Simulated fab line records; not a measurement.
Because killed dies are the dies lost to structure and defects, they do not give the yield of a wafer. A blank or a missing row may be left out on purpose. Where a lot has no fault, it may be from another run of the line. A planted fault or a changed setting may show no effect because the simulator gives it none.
3 desks looking at one fault	flow n5Finfet	each desk holds nothing but its own numbers, with what lay behind them at the end

THE DEFECT DESK
Inspection counts along the route, by lot: the mean over sampled wafers that carry a number. If a lot's mean is further than 4 standard deviations from the usual mean, the lot is out of limits and carries the mark OUT (the distance appears in the brackets).
Columns: A = rawDefectCount at N5_WELL_APT_INSPECT_10, usual 2.2
lot	first seen here	A
L914	day 1 20:02	2.7
L921	day 3 13:46	1.7
L925	day 4 13:43	1.3
L926	day 4 19:44	2.3
L927	day 5 01:47	2.7
L930	day 5 19:46	1.3
L935	day 7 01:40	3.0
Finding of this desk: none of the 7 lots has anything out of limits.

THE METROLOGY DESK
Means of the sampled wafers that have a number, per lot and without regard to the tool the lot ran on: this is what the gauges read. If a lot's mean is further than 4 standard deviations from the usual mean, the lot is out of limits and carries the mark OUT (the distance appears in the brackets).
Columns: A = cdNm at N5_WELL_APT_CD_MEAS_08, usual 199.9 nm; B = NWELL_OVL at N5_WELL_APT_OVL_MEAS_09, usual -1 nm
lot	first seen here	A	B
L914	day 1 19:59	199.2	-3
L921	day 3 13:43	199.8	2
L925	day 4 13:40	198.5	-5
L926	day 4 19:41	200.4	-7
L927	day 5 01:43	199.8	-0
L930	day 5 19:43	197.4	-2
L935	day 7 01:37	199.3	-4
Finding of this desk: none of the 7 lots has anything out of limits.

DESK OF THE TOOL OWNER: implanter-02
N5_WELL_APT_IMPLANT_15, tool's own readings: per-lot mean of the sampled wafers with a number, covering each lot this tool ran. If a lot's mean is further than 4 standard deviations from the usual mean, the lot is out of limits and carries the mark OUT (the distance appears in the brackets).
Columns: A = beamEnergyKeV at N5_WELL_APT_IMPLANT_15, usual 25.001
lot	first seen here	A
L914	day 1 20:26	25.000
L925	day 4 14:05	31.381 (+99 or more) OUT
L926	day 4 20:06	31.387 (+99 or more) OUT
L927	day 5 02:05	31.384 (+99 or more) OUT
This desk's verdict: out of limits on L925, L926, L927, starting with L925 at day 4 14:05 (beamEnergyKeV at N5_WELL_APT_IMPLANT_15). L914: within limits.

TAKEN TOGETHER
At day 4 14:05, on L925, L926, L927, the tool owner's desk was in a position to raise an alarm.
Nothing the defect desk looked at was out of limits.
Metrology desk: nothing out of limits seen.
The defect desk has L925, L926, L927 on record, within its limits.
The metrology desk has L925, L926, L927 on record, within its limits.
Of the lots named, all ran N5_WELL_APT_IMPLANT_15 on implanter-02.

WHAT WAS PUT IN BY THE SIMULATOR
Drift in process parameters on implanter-02 at N5_WELL_APT_IMPLANT_15, starting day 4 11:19. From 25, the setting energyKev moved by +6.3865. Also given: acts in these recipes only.
Shown lots that were struck: L925, L926, L927.
Each desk's first reading out of limits, in hours after the fault started: the tool owner's desk, 3.
